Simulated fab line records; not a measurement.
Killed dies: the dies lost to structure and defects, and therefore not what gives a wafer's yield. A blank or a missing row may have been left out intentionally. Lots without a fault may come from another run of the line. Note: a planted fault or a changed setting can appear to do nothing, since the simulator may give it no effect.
fab line records	flow n5Finfet
[record] lots = 24	wafers = 72	lastDay = 18
route steps=1938 shown BEOL_M4@1062 BEOL_M5@1177 BEOL_M6@1198 BEOL_M7@1267
lots that met no fault: from a run of the same line without faults
startH: hours from the record's opening day to when the first of the lot's shown wafers began	waitH: hours from the lot's prior step to this one	" same as the row above	L1.1+2: a single row standing in for several wafers	- value missing, or start not given	* or withheld: withheld	< > ~ a bound
route shown NAME@n: a module of which the file shows steps, and the number in the route of the first	usual: mean/standard deviation of fault-free wafers	same: alike in all rows	chamber/n: place in a boat	sites: per-site readings	_std_site: their standard deviation	_edge_site: mean of outer sites minus mean of inner sites	radiusMm: how far each site lies from the wafer's centre	mask NAME#n: copy n	behind: the most recent tool/chamber to have shaped the wafer	hold: reason for holding the lot/hours on hold/outcome of the hold	device: whichever transistor did not switch (one of n, p or np)	end of line: the tests these same wafers got at the end of their route	where a step has no rows: the recipe by itself	killed: the dies lost at the first sort to structure and to defects; this is not the yield of the wafer	map: shows each die of a wafer: x if killed, . if not, _ if none is there
set.NAME: the setting the step ran with; set.NAME@STEP: the setting that earlier step ran with	model.NAME: the simulator's own value behind a step, which no gauge read
one table for each step of the route and one row for each wafer, over a sample of lots
services: a tool's chamber out of use, with start hour (startH, from the record's first day; less than 0 if before it), hours out, and reason
[[steps]]
[step N5_BEOL_M4_ALD_98]
[recipe] material = SiO2	targetThkA = 25	tempC = 100	aldPrecursorFamily = BDEAS	aldCoReactant = O2-plasma	pulseTimeS = 1	coReactantPulseTimeS = 1	purgeTimeS = 2	coReactantPurgeTimeS = 2	aldCycles = 17	pressureTorr = 2
[usual] heaterPowerW = 75/7.4	precursorPulseHeightRel = 0.998/0.021
lot.wafer	tool	chamber	startH	waitH	heaterPowerW	precursorPulseHeightRel
L074.2	aldSin-04	1	166.15	0.5	74	0.975
L074.3	"	0	"	"	83	0.981
L074.6	"	3	"	"	85	0.963
L075.1	aldSin-02	2	166.50	0.1	65	1.013
L075.3	"	0	"	"	87	1.034
L075.5	"	1	"	"	66	0.981
L076.2	aldSin-04	1	172.72	0.1	75	1.041
L076.3	"	2	"	"	69	0.976
L076.5	"	3	"	"	85	0.986
L077.3	aldSin-02	3	182.27	0.1	68	0.975
L077.5	"	0	"	"	86	0.978
L077.6	"	1	"	"	66	1.009
L078.2	aldSin-02	0	185.66	0.3	89	1.038
L078.4	"	2	"	"	67	0.976
L078.6	"	2	"	"	67	1.012
L079.2	aldSin-04	3	195.03	0.1	84	0.985
L079.3	"	0	"	"	82	0.980
L079.6	"	0	"	"	82	0.973
L080.1	aldSin-01	2	195.44	0.3	70	1.001
L080.3	"	3	"	"	75	1.002
L080.5	"	3	"	"	76	0.986
L081.1	aldSin-04	2	202.50	0.1	70	0.989
L081.3	"	3	"	"	84	1.020
L081.6	"	0	"	"	79	0.973
L083.3	aldSin-01	2	211.07	0.1	70	0.981
L083.4	"	3	"	"	75	1.021
L083.5	"	3	"	"	76	0.969
L082.2	aldSin-02	0	220.97	0.1	87	0.998
L082.3	"	1	"	"	67	0.980
L082.5	"	2	"	"	66	0.999
L084.1	aldSin-02	3	226.18	0.1	67	1.039
L084.2	"	0	"	"	89	0.996
L084.4	"	2	"	"	66	1.004
L085.2	aldSin-02	2	232.89	0.2	65	0.996
L085.3	"	3	"	"	65	0.996
L085.5	"	3	"	"	65	0.963
L086.1	aldSin-01	3	236.93	0.1	76	0.995
L086.4	"	2	"	"	69	0.960
L086.6	"	0	"	"	80	0.977
L087.1	aldSin-04	2	246.04	0.3	69	0.972
L087.4	"	3	"	"	86	0.971
L087.5	"	2	"	"	69	1.023
L088.2	aldSin-04	3	249.66	0.1	85	0.995
L088.5	"	3	"	"	84	1.041
L088.6	"	0	"	"	80	1.018
L089.4	aldSin-04	0	249.93	0.1	80	0.997
L089.5	"	2	"	"	69	1.003
L089.6	"	3	"	"	83	1.008
L090.1	aldSin-04	3	255.55	0.2	84	0.979
L090.2	"	2	"	"	70	1.019
L090.6	"	0	"	"	82	1.010
L091.1	aldSin-02	3	260.46	0.1	66	1.036
L091.3	"	0	"	"	89	1.014
L091.5	"	2	"	"	66	1.011
L092.1	aldSin-01	1	277.39	1.2	75	1.037
L092.2	"	0	"	"	81	1.033
L092.6	"	1	"	"	72	0.987
L093.1	aldSin-01	3	280.93	0.1	76	1.026
L093.4	"	0	"	"	81	1.011
L093.5	"	0	"	"	81	1.029
L094.1	aldSin-04	2	285.87	0.1	73	1.015
L094.5	"	3	"	"	80	1.012
L094.6	"	0	"	"	80	0.983
L095.1	aldSin-02	1	294.35	0.1	67	0.985
L095.2	"	2	"	"	65	0.996
L095.4	"	0	"	"	88	1.004
L096.2	aldSin-01	0	300.47	0.2	78	1.000
L096.3	"	2	"	"	71	1.006
L096.5	"	1	"	"	75	0.993
L097.1	aldSin-01	2	311.45	0.1	71	1.010
L097.3	"	0	"	"	82	1.015
L097.5	"	3	"	"	78	1.004
[step N5_BEOL_M4_ETCH_70]
[recipe] chemistry = N2/H2	target = SOC	targetDepthA = 800	overetchA = 240	maskMaterial = SiARC	tempC = 40	timeS = 130	ionEnergyEv = 200	pressureMtorr = 30	sourceW = 840	biasW = 150	n2FlowSccm = 200	h2FlowSccm = 200
[usual] biasW = 150.0/0.46	drypumpMotorCurrentA = 5.9/0.39	oesProductAu = 0.58/0.073	rfVppV = 522.9/2.4	showerheadPlenumPTorr = 2.51/0.084	throttleValvePct = 17.76/0.24
[same] timeS = 130
lot.wafer	tool	chamber	startH	waitH	biasW	drypumpMotorCurrentA	oesProductAu	rfHoursCounterH	rfVppV	showerheadPlenumPTorr	throttleValvePct
L074.2	rieDiel-03	0	167.48	0.0	150.3	6.3	0.50	234	520.9	2.51	17.94
L074.3	"	1	"	"	150.3	6.4	0.57	116	523.7	2.54	17.69
L074.6	"	1	"	"	150.3	6.4	0.58	-	525.0	2.54	17.70
L075.1	rieDiel-05	2	167.73	0.0	150.1	5.5	0.68	14	522.3	2.49	17.38
L075.3	"	0	"	"	149.8	5.8	0.52	218	525.5	2.61	17.71
L075.5	"	0	"	"	149.8	5.7	0.52	-	526.0	2.61	17.72
L076.2	rieDiel-02	2	176.17	0.0	150.3	5.8	0.51	246	522.8	2.49	18.06
L076.3	"	3	"	"	150.1	6.0	0.63	45	521.4	2.46	17.73
L076.5	"	0	"	"	149.3	6.3	0.55	-	517.0	2.34	17.90
L077.3	rieDiel-02	3	183.00	0.0	150.1	6.0	0.63	48	522.3	2.46	17.72
L077.5	"	0	"	"	149.6	6.4	0.56	-	518.2	2.34	17.89
L077.6	"	3	"	"	150.6	6.0	0.63	-	522.1	2.46	17.73
L078.2	rieDiel-03	0	189.15	0.0	149.9	6.3	0.50	241	522.5	2.50	17.95
L078.4	"	1	"	"	150.6	6.3	0.57	124	524.7	2.54	17.72
L078.6	"	3	"	"	150.7	6.0	0.52	-	524.0	2.54	17.69
L080.1	rieDiel-02	1	195.70	0.0	149.6	5.4	0.54	189	525.2	2.65	17.82
L080.3	"	0	"	"	149.9	6.3	0.55	152	517.9	2.34	17.90
L080.5	"	0	"	"	149.6	6.4	0.55	-	518.5	2.34	17.92
L081.1	rieDiel-03	0	207.02	0.0	150.0	6.3	0.49	248	522.0	2.50	17.96
L081.3	"	1	"	"	149.9	6.3	0.56	130	523.5	2.54	17.72
L081.6	"	0	"	"	150.3	6.3	0.50	-	524.0	2.50	17.97
L079.2	rieDiel-05	0	207.06	0.0	149.8	5.8	0.51	232	525.7	2.61	17.75
L079.3	"	1	"	"	149.5	5.1	0.52	226	526.1	2.61	18.00
L079.6	"	2	"	"	149.1	5.5	0.66	-	522.8	2.48	17.39
L083.3	rieDiel-03	1	211.65	0.0	149.8	6.4	0.56	132	523.2	2.54	17.71
L083.4	"	1	"	"	150.2	6.3	0.56	-	525.7	2.54	17.74
L083.5	"	3	"	"	149.4	5.9	0.52	-	523.4	2.54	17.70
L082.2	rieDiel-03	1	224.22	0.0	150.1	6.3	0.56	134	523.5	2.54	17.72
L082.3	"	2	"	"	149.7	5.5	0.74	0	523.1	2.48	17.38
L082.5	"	3	"	"	150.3	5.9	0.52	-	523.3	2.53	17.69
L084.1	rieDiel-02	2	230.57	0.0	150.8	5.8	0.68	9	522.0	2.48	17.62
L084.2	"	0	"	"	150.3	6.3	0.54	166	517.0	2.33	17.93
L084.4	"	3	"	"	149.9	6.0	0.61	67	522.3	2.46	17.77
L085.2	rieDiel-03	3	233.62	0.0	149.0	5.9	0.51	217	522.9	2.53	17.71
L085.3	"	1	"	"	149.9	6.4	0.56	139	523.7	2.53	17.72
L085.5	"	3	"	"	150.0	5.9	0.51	-	523.2	2.53	17.70
L086.1	rieDiel-05	2	237.08	0.0	150.6	5.5	0.64	37	521.9	2.48	17.43
L086.4	"	1	"	"	149.9	5.2	0.51	237	526.0	2.61	18.03
L086.6	"	3	"	"	150.7	6.5	0.51	-	525.6	2.63	18.25
L087.1	rieDiel-03	1	247.55	0.0	150.5	6.4	0.55	145	522.3	2.53	17.74
L087.4	"	0	"	"	150.1	6.3	0.74	1	522.3	2.50	17.54
L087.5	"	3	"	"	149.9	6.0	0.52	-	523.1	2.53	17.70
L088.2	rieDiel-02	1	252.82	0.0	150.5	5.4	0.53	212	525.7	2.64	17.84
L088.5	"	3	"	"	150.0	6.0	0.60	-	521.4	2.45	17.77
L088.6	"	0	"	"	149.7	6.3	0.54	-	518.7	2.33	17.93
L089.4	rieDiel-03	1	253.00	0.0	149.5	6.4	0.55	148	522.7	2.53	17.75
L089.5	"	0	"	"	149.7	6.3	0.72	-	522.0	2.50	17.53
L089.6	"	3	"	"	151.0	6.0	0.52	-	522.4	2.53	17.71
L090.1	rieDiel-02	0	262.21	0.0	149.8	6.3	0.54	177	518.0	2.33	17.96
L090.2	"	3	"	"	150.2	6.0	0.59	78	521.5	2.45	17.79
L090.6	"	3	"	"	149.7	6.0	0.59	-	521.8	2.45	17.80
L091.1	rieDiel-02	1	265.43	0.0	149.3	5.4	0.53	215	525.7	2.64	17.85
L091.3	"	2	"	"	149.9	5.8	0.65	22	525.0	2.48	17.65
L091.5	"	3	"	"	150.9	5.9	0.59	-	522.1	2.45	17.80
L092.1	rieDiel-05	3	279.23	0.0	149.5	6.5	0.50	240	525.9	2.62	18.29
L092.2	"	2	"	"	150.4	5.5	0.63	54	519.4	2.47	17.44
L092.6	"	3	"	"	149.6	6.5	0.50	-	526.9	2.62	18.29
L093.1	rieDiel-05	3	286.17	0.0	149.8	6.5	0.50	243	524.9	2.62	18.29
L093.4	"	2	"	"	149.9	5.5	0.62	-	521.0	2.47	17.44
L093.5	"	3	"	"	150.2	6.5	0.50	-	526.6	2.62	18.28
L094.1	rieDiel-05	2	287.11	0.0	151.1	5.5	0.62	58	522.4	2.47	17.45
L094.5	"	2	"	"	151.0	5.5	0.62	-	521.2	2.47	17.45
L094.6	"	0	"	"	151.0	5.8	0.73	-	524.7	2.60	17.30
L095.1	rieDiel-02	1	296.66	0.0	150.2	5.4	0.52	227	525.9	2.63	17.88
L095.2	"	0	"	"	150.3	6.4	0.53	187	518.1	2.32	17.98
L095.4	"	2	"	"	149.9	5.8	0.64	34	522.7	2.47	17.66
L096.2	rieDiel-02	3	302.83	0.0	150.5	6.0	0.58	93	522.2	2.45	17.83
L096.3	"	0	"	"	149.5	6.4	0.53	190	515.6	2.32	17.96
L096.5	"	2	"	"	150.4	5.8	0.64	-	521.9	2.47	17.67
L097.1	rieDiel-05	1	315.89	0.0	149.7	5.2	0.70	9	526.4	2.60	17.67
L097.3	"	2	"	"	150.3	5.5	0.60	70	521.3	2.46	17.47
L097.5	"	2	"	"	149.9	5.5	0.61	-	521.8	2.46	17.47
[step N5_BEOL_M5_SPUTTER_81]
[recipe] material = Cu	targetThkA = 150	tempC = -20	chamberPressurePa = 0.07	powerW = withheld	timeS = 27.62
[usual] throttleValvePct = 29.9/1.2
[same] timeS = 27.62
lot.wafer	tool	chamber	startH	waitH	throttleValvePct
L074.2	pvdSputter-03	-	178.64	0.5	29.1
L074.3	"	-	"	"	31.0
L074.6	"	-	"	"	31.1
L075.1	pvdSputter-01	-	181.65	0.5	27.6
L075.3	"	-	"	"	30.4
L075.5	"	-	"	"	27.8
L076.2	pvdSputter-01	-	190.35	0.5	31.4
L076.3	"	-	"	"	30.4
L076.5	"	-	"	"	31.3
L077.3	pvdSputter-01	-	198.13	0.5	30.0
L077.5	"	-	"	"	29.7
L077.6	"	-	"	"	30.4
L078.2	pvdSputter-01	-	203.66	0.5	28.0
L078.4	"	-	"	"	29.7
L078.6	"	-	"	"	31.3
L080.1	pvdSputter-02	-	210.52	0.5	29.8
L080.3	"	-	"	"	31.3
L080.5	"	-	"	"	29.5
L081.1	pvdSputter-02	-	220.67	0.5	31.1
L081.3	"	-	"	"	29.7
L081.6	"	-	"	"	29.8
L079.2	pvdSputter-01	-	220.74	0.5	27.9
L079.3	"	-	"	"	29.8
L079.6	"	-	"	"	29.9
L083.3	pvdSputter-03	-	226.89	0.5	29.2
L083.4	"	-	"	"	27.8
L083.5	"	-	"	"	28.2
L082.2	pvdSputter-03	-	238.46	0.5	29.1
L082.3	"	-	"	"	30.9
L082.5	"	-	"	"	30.8
L084.1	pvdSputter-02	-	245.39	0.5	28.5
L084.2	"	-	"	"	31.2
L084.4	"	-	"	"	29.5
L085.2	pvdSputter-02	-	250.40	0.5	28.6
L085.3	"	-	"	"	31.3
L085.5	"	-	"	"	30.9
L086.1	pvdSputter-02	-	255.28	0.5	31.1
L086.4	"	-	"	"	29.6
L086.6	"	-	"	"	31.3
L087.1	pvdSputter-01	-	262.21	0.5	31.3
L087.4	"	-	"	"	27.9
L087.5	"	-	"	"	31.5
L088.2	pvdSputter-01	-	266.64	0.5	31.5
L088.5	"	-	"	"	29.7
L088.6	"	-	"	"	31.3
L089.4	pvdSputter-03	-	270.95	0.5	30.9
L089.5	"	-	"	"	31.0
L089.6	"	-	"	"	28.9
L090.1	pvdSputter-01	-	276.47	0.5	29.6
L090.2	"	-	"	"	27.7
L090.6	"	-	"	"	31.6
L091.1	pvdSputter-03	-	280.72	0.5	30.8
L091.3	"	-	"	"	30.9
L091.5	"	-	"	"	29.2
L092.1	pvdSputter-03	-	293.64	1.7	29.3
L092.2	"	-	"	"	28.1
L092.6	"	-	"	"	30.9
L094.1	pvdSputter-01	-	299.30	0.5	30.2
L094.5	"	-	"	"	30.2
L094.6	"	-	"	"	27.6
L093.1	pvdSputter-02	-	301.74	0.5	28.8
L093.4	"	-	"	"	31.3
L093.5	"	-	"	"	30.9
L095.1	pvdSputter-02	-	314.06	0.5	29.4
L095.2	"	-	"	"	31.0
L095.4	"	-	"	"	28.3
L096.2	pvdSputter-01	-	316.99	0.5	31.6
L096.3	"	-	"	"	28.0
L096.5	"	-	"	"	30.4
L097.1	pvdSputter-03	-	328.51	0.5	28.0
L097.3	"	-	"	"	30.6
L097.5	"	-	"	"	30.8
[step N5_BEOL_M6_HM_DEP_02]
[recipe] material = TiN	targetThkA = 200	tempC = 25	chamberPressurePa = 0.49996
[usual] throttleValvePct = 30.0/1.2
lot.wafer	tool	chamber	startH	waitH	throttleValvePct
L074.2	pvdSputter-02	-	186.22	2.4	29.5
L074.3	"	-	"	"	31.4
L074.6	"	-	"	"	31.0
L075.1	pvdSputter-02	-	189.88	2.1	29.7
L075.3	"	-	"	"	31.2
L075.5	"	-	"	"	30.8
L076.2	pvdSputter-02	-	199.18	2.3	31.6
L076.3	"	-	"	"	28.6
L076.5	"	-	"	"	29.6
L077.3	pvdSputter-02	-	203.96	0.7	31.6
L077.5	"	-	"	"	29.7
L077.6	"	-	"	"	28.3
L078.2	pvdSputter-01	-	212.10	0.0	31.3
L078.4	"	-	"	"	27.7
L078.6	"	-	"	"	28.0
L080.1	pvdSputter-02	-	218.96	0.2	29.7
L080.3	"	-	"	"	28.7
L080.5	"	-	"	"	28.5
L081.1	pvdSputter-02	-	228.25	1.3	29.4
L081.3	"	-	"	"	31.4
L081.6	"	-	"	"	31.1
L079.2	pvdSputter-01	-	228.45	0.4	27.8
L079.3	"	-	"	"	29.8
L079.6	"	-	"	"	27.8
L083.3	pvdSputter-03	-	235.45	0.3	29.3
L083.4	"	-	"	"	27.9
L083.5	"	-	"	"	31.0
L082.2	pvdSputter-01	-	245.39	0.6	31.3
L082.3	"	-	"	"	30.3
L082.5	"	-	"	"	30.1
L084.1	pvdSputter-01	-	253.21	2.8	31.2
L084.2	"	-	"	"	30.1
L084.4	"	-	"	"	27.9
L085.2	pvdSputter-01	-	258.75	3.3	30.4
L085.3	"	-	"	"	31.2
L085.5	"	-	"	"	30.5
L086.1	pvdSputter-03	-	262.21	1.8	30.9
L086.4	"	-	"	"	30.8
L086.6	"	-	"	"	29.1
L087.1	pvdSputter-02	-	269.46	2.2	31.0
L087.4	"	-	"	"	29.9
L087.5	"	-	"	"	29.5
L088.2	pvdSputter-01	-	273.80	1.9	29.7
L088.5	"	-	"	"	31.5
L088.6	"	-	"	"	30.2
L089.4	pvdSputter-02	-	277.92	1.8	31.3
L089.5	"	-	"	"	31.1
L089.6	"	-	"	"	28.3
L090.1	pvdSputter-02	-	283.74	1.5	31.2
L090.2	"	-	"	"	31.1
L090.6	"	-	"	"	31.1
L091.1	pvdSputter-01	-	286.61	0.9	29.9
L091.3	"	-	"	"	27.8
L091.5	"	-	"	"	30.3
L092.1	pvdSputter-02	-	300.55	1.8	31.4
L092.2	"	-	"	"	31.2
L092.6	"	-	"	"	29.4
L094.1	pvdSputter-03	-	304.46	0.1	29.2
L094.5	"	-	"	"	31.2
L094.6	"	-	"	"	28.0
L093.1	pvdSputter-02	-	309.98	2.2	30.9
L093.4	"	-	"	"	28.2
L093.5	"	-	"	"	31.1
L095.1	pvdSputter-01	-	320.91	1.8	27.7
L095.2	"	-	"	"	31.5
L095.4	"	-	"	"	30.0
L096.2	pvdSputter-02	-	322.30	0.3	31.3
L096.3	"	-	"	"	28.6
L096.5	"	-	"	"	31.3
L097.1	pvdSputter-02	-	335.01	0.6	28.5
L097.3	"	-	"	"	31.0
L097.5	"	-	"	"	29.5
[step N5_BEOL_M6_DESCUM_33]
[recipe] chemistry = O2	timeS = 7	sourcePowerW = 50	biasPowerW = 20	pressureMtorr = 20	rfFrequencyHz = 2.712e+07	tempC = 40	resist = CAR-EUV	o2FlowSccm = 225
[usual] biasPowerW = 20.00/0.06	drypumpMotorCurrentA = 5.8/0.45	oesProductAu = 0.79/0.1	rfVppV = 243.0/1.4	showerheadPlenumPTorr = 2.08/0.083	throttleValvePct = 20.40/0.25
[same] timeS = 7
lot.wafer	tool	chamber	startH	waitH	biasPowerW	drypumpMotorCurrentA	oesProductAu	rfHoursCounterH	rfVppV	showerheadPlenumPTorr	throttleValvePct
L074.2	rieDiel-02	1	189.52	0.4	19.98	5.4	0.73	186	245.5	2.17	20.25
L074.3	"	0	"	"	19.95	6.3	0.75	149	238.0	1.90	20.40
L074.6	"	1	"	"	19.90	5.4	0.73	-	244.0	2.17	20.26
L075.1	rieDiel-02	1	191.92	0.0	20.08	5.4	0.73	187	244.9	2.17	20.26
L075.3	"	0	"	"	20.01	6.3	0.75	150	239.4	1.90	20.40
L075.5	"	0	"	"	19.99	6.3	0.75	-	240.8	1.90	20.40
L076.2	rieDiel-05	0	201.40	0.7	20.00	5.8	0.70	230	244.5	2.17	20.51
L076.3	"	1	"	"	19.98	5.1	0.69	224	244.3	2.17	20.80
L076.5	"	1	"	"	20.02	5.1	0.69	-	245.3	2.17	20.81
L077.3	rieDiel-02	2	207.16	0.0	19.98	5.8	0.98	0	242.0	2.07	20.33
L077.5	"	1	"	"	19.94	5.4	0.72	-	244.0	2.16	20.24
L077.6	"	0	"	"	20.06	6.4	0.73	-	239.9	1.90	20.41
L078.2	rieDiel-02	0	213.64	0.0	19.95	6.3	0.73	160	241.4	1.90	20.42
L078.4	"	2	"	"	20.02	5.7	0.97	2	242.3	2.07	20.34
L078.6	"	2	"	"	19.98	5.8	0.98	-	242.9	2.07	20.36
L080.1	rieDiel-03	3	220.95	0.3	19.98	5.9	0.71	211	243.6	2.05	20.05
L080.3	"	1	"	"	19.98	6.3	0.76	134	242.2	2.10	20.46
L080.5	"	3	"	"	20.08	5.9	0.71	-	243.7	2.05	20.04
L079.2	rieDiel-05	2	230.37	0.0	19.98	5.5	0.90	34	243.3	2.03	20.05
L079.3	"	0	"	"	20.00	5.8	0.69	239	246.3	2.17	20.49
L079.6	"	2	"	"	20.11	5.5	0.90	-	241.6	2.03	20.03
L081.1	rieDiel-03	1	230.73	0.2	20.00	6.3	0.76	138	244.6	2.09	20.46
L081.3	"	2	"	"	20.07	5.5	0.99	4	242.2	2.04	19.95
L081.6	"	2	"	"	20.03	5.5	0.99	-	243.0	2.04	19.95
L083.3	rieDiel-02	1	237.30	0.0	20.01	5.4	0.71	207	243.3	2.16	20.27
L083.4	"	0	"	"	19.92	6.3	0.73	169	240.5	1.90	20.42
L083.5	"	3	"	"	20.03	6.0	0.82	-	241.7	2.02	20.43
L082.2	rieDiel-05	1	246.87	0.0	20.00	5.1	0.68	240	243.6	2.17	20.82
L082.3	"	0	"	"	20.00	5.8	0.68	245	243.8	2.17	20.49
L082.5	"	1	"	"	19.96	5.2	0.68	-	243.1	2.17	20.82
L084.1	rieDiel-05	2	258.58	0.0	20.01	5.5	0.87	46	241.3	2.03	20.05
L084.2	"	1	"	"	19.92	5.1	0.68	245	244.9	2.16	20.84
L084.4	"	3	"	"	19.99	6.5	0.68	-	244.3	2.15	20.70
L085.2	rieDiel-05	1	261.98	0.0	20.06	5.2	0.67	246	243.9	2.16	20.83
L085.3	"	2	"	"	19.95	5.5	0.87	47	241.9	2.03	20.07
L085.5	"	2	"	"	19.92	5.5	0.88	-	242.0	2.03	20.07
L086.1	rieDiel-05	2	265.61	0.2	19.99	5.5	0.88	48	242.6	2.03	20.07
L086.4	"	3	"	"	20.05	6.5	0.68	-	244.5	2.15	20.70
L086.6	"	1	"	"	20.08	5.2	0.67	-	244.3	2.16	20.83
L087.1	rieDiel-05	3	273.52	0.0	20.06	6.5	0.68	237	244.7	2.15	20.70
L087.4	"	2	"	"	20.01	5.5	0.87	-	242.2	2.03	20.06
L087.5	"	1	"	"	20.01	5.2	0.68	-	243.7	2.16	20.84
L088.2	rieDiel-05	3	275.23	0.0	20.07	6.5	0.68	238	242.6	2.15	20.70
L088.5	"	3	"	"	19.97	6.5	0.68	-	243.4	2.15	20.70
L088.6	"	1	"	"	20.02	5.2	0.67	-	244.1	2.16	20.84
L089.4	rieDiel-03	2	279.48	0.1	20.07	5.5	0.94	-	243.1	2.03	19.99
L089.5	"	0	"	"	19.94	6.3	0.95	-	243.2	2.06	20.27
L089.6	"	1	"	"	20.10	6.3	0.73	-	243.6	2.09	20.48
L090.1	rieDiel-02	0	286.44	0.6	20.02	6.3	0.73	183	239.8	1.89	20.45
L090.2	"	3	"	"	19.90	5.9	0.80	87	242.9	2.01	20.47
L090.6	"	1	"	"	20.00	5.4	0.70	-	244.2	2.16	20.31
L091.1	rieDiel-05	0	289.57	0.1	20.07	5.7	1.00	4	244.9	2.16	20.09
L091.3	"	3	"	"	19.98	6.5	0.68	244	244.6	2.14	20.71
L091.5	"	0	"	"	19.91	5.8	0.99	-	243.3	2.16	20.09
L092.1	rieDiel-02	1	302.34	0.0	19.96	5.4	0.68	230	244.2	2.15	20.33
L092.2	"	0	"	"	19.98	6.3	0.71	189	239.3	1.89	20.46
L092.6	"	0	"	"	20.02	6.3	0.71	-	240.6	1.89	20.45
L094.1	rieDiel-03	1	306.05	0.2	20.01	6.3	0.74	166	243.3	2.08	20.52
L094.5	"	1	"	"	19.93	6.3	0.74	-	244.2	2.08	20.51
L094.6	"	2	"	"	19.97	5.5	0.92	-	242.9	2.03	19.99
L093.1	rieDiel-05	2	313.16	0.3	20.09	5.5	0.84	69	242.1	2.02	20.08
L093.4	"	1	"	"	19.86	5.1	0.96	-	243.5	2.16	20.54
L093.5	"	0	"	"	19.97	5.8	0.96	-	243.5	2.16	20.08
L095.1	rieDiel-02	2	322.57	0.1	19.96	5.8	0.86	44	242.4	2.05	20.42
L095.2	"	1	"	"	19.91	5.4	0.69	237	243.8	2.15	20.34
L095.4	"	0	"	"	20.01	6.3	0.71	198	241.5	1.89	20.48
L096.2	rieDiel-02	1	325.38	0.1	19.92	5.4	0.69	239	245.3	2.15	20.32
L096.3	"	0	"	"	20.01	6.4	0.71	199	240.4	1.89	20.49
L096.5	"	2	"	"	20.03	5.8	0.86	-	243.8	2.05	20.43
L097.1	rieDiel-05	0	336.38	0.0	20.06	5.8	0.93	25	243.5	2.16	20.09
L097.3	"	1	"	"	20.11	5.1	0.94	19	244.6	2.15	20.55
L097.5	"	0	"	"	20.05	5.8	0.94	-	244.4	2.16	20.10
[step N5_BEOL_M7_HM_DEP_02]
[recipe] material = TiN	targetThkA = 200	tempC = 25	chamberPressurePa = 0.49996
[usual] throttleValvePct = 29.8/1.2
lot.wafer	tool	chamber	startH	waitH	throttleValvePct
L074.2	pvdSputter-02	-	196.54	0.4	31.2
L074.3	"	-	"	"	29.5
L074.6	"	-	"	"	30.9
L075.1	pvdSputter-02	-	199.38	1.4	31.2
L075.3	"	-	"	"	31.0
L075.5	"	-	"	"	28.5
L076.2	pvdSputter-03	-	207.62	1.4	28.3
L076.3	"	-	"	"	28.9
L076.5	"	-	"	"	31.2
L077.3	pvdSputter-01	-	215.78	1.4	30.4
L077.5	"	-	"	"	30.2
L077.6	"	-	"	"	27.6
L078.2	pvdSputter-03	-	221.23	0.5	30.6
L078.4	"	-	"	"	28.1
L078.6	"	-	"	"	30.6
L080.1	pvdSputter-02	-	230.97	1.6	31.3
L080.3	"	-	"	"	28.5
L080.5	"	-	"	"	31.1
L079.2	pvdSputter-02	-	238.90	0.8	28.7
L079.3	"	-	"	"	31.5
L079.6	"	-	"	"	29.4
L081.1	pvdSputter-02	-	239.80	0.6	29.5
L081.3	"	-	"	"	31.2
L081.6	"	-	"	"	31.0
L083.3	pvdSputter-03	-	244.40	0.3	30.9
L083.4	"	-	"	"	30.8
L083.5	"	-	"	"	30.7
L082.2	pvdSputter-03	-	253.26	2.4	29.1
L082.3	"	-	"	"	30.6
L082.5	"	-	"	"	27.9
L084.1	pvdSputter-03	-	262.83	0.1	30.9
L084.2	"	-	"	"	29.1
L084.4	"	-	"	"	28.0
L085.2	pvdSputter-02	-	269.36	2.2	28.3
L085.3	"	-	"	"	31.1
L085.5	"	-	"	"	30.9
L086.1	pvdSputter-01	-	273.50	2.6	30.5
L086.4	"	-	"	"	29.6
L086.6	"	-	"	"	31.5
L087.1	pvdSputter-02	-	278.02	1.0	31.2
L087.4	"	-	"	"	31.4
L087.5	"	-	"	"	29.6
L088.2	pvdSputter-01	-	283.31	2.8	31.3
L088.5	"	-	"	"	31.4
L088.6	"	-	"	"	29.9
L089.4	pvdSputter-01	-	286.43	1.6	29.9
L089.5	"	-	"	"	30.5
L089.6	"	-	"	"	28.2
L090.1	pvdSputter-03	-	290.72	0.6	28.8
L090.2	"	-	"	"	31.1
L090.6	"	-	"	"	31.1
L091.1	pvdSputter-01	-	294.03	0.6	27.9
L091.3	"	-	"	"	30.1
L091.5	"	-	"	"	28.0
L092.1	pvdSputter-01	-	306.74	0.8	30.3
L092.2	"	-	"	"	31.5
L092.6	"	-	"	"	27.8
L094.1	pvdSputter-03	-	310.58	0.0	28.0
L094.5	"	-	"	"	29.3
L094.6	"	-	"	"	30.8
L093.1	pvdSputter-03	-	317.71	0.2	30.9
L093.4	"	-	"	"	28.2
L093.5	"	-	"	"	30.8
L095.1	pvdSputter-02	-	329.62	1.6	28.2
L095.2	"	-	"	"	31.0
L095.4	"	-	"	"	31.4
L096.2	pvdSputter-01	-	331.92	1.1	27.7
L096.3	"	-	"	"	30.2
L096.5	"	-	"	"	28.0
L097.1	pvdSputter-03	-	342.55	0.0	29.0
L097.3	"	-	"	"	28.0
L097.5	"	-	"	"	31.1
[[services]]
tool	chamber	startH	hours	kind
aldSin-01	1	168.50	92.3	repair
aldSin-04	1	178.87	152.3	repair
rieDiel-02	2	188.84	-	clean
rieDiel-02	2	188.84	-	consumableReplace:focusRing
rieDiel-02	2	188.84	16.3	scheduledDown
rieDiel-02	2	188.84	16.3	ventCycle
rieDiel-03	1	217.32	3.5	repair
aldSin-04	-	250.48	0.3	repair
rieDiel-05	3	253.97	1.8	repair
pvdSputter-03	-	254.06	7.5	repair
rieDiel-05	0	257.65	-	clean
rieDiel-05	0	257.65	-	consumableReplace:focusRing
rieDiel-02	1	259.41	3.0	repair
aldSin-04	-	268.61	14.0	pm
rieDiel-02	0	272.35	6.4	repair
rieDiel-03	3	272.91	8.3	repair
rieDiel-05	1	279.73	-	clean
rieDiel-05	1	279.73	-	consumableReplace:focusRing
aldSin-04	3	290.89	2.9	repair
aldSin-04	3	299.21	4.7	repair
rieDiel-03	2	308.08	2.5	repair
rieDiel-03	3	308.34	5.9	repair
rieDiel-03	1	314.59	8.3	repair
rieDiel-05	2	335.38	4.5	repair
[[key]]
fault none
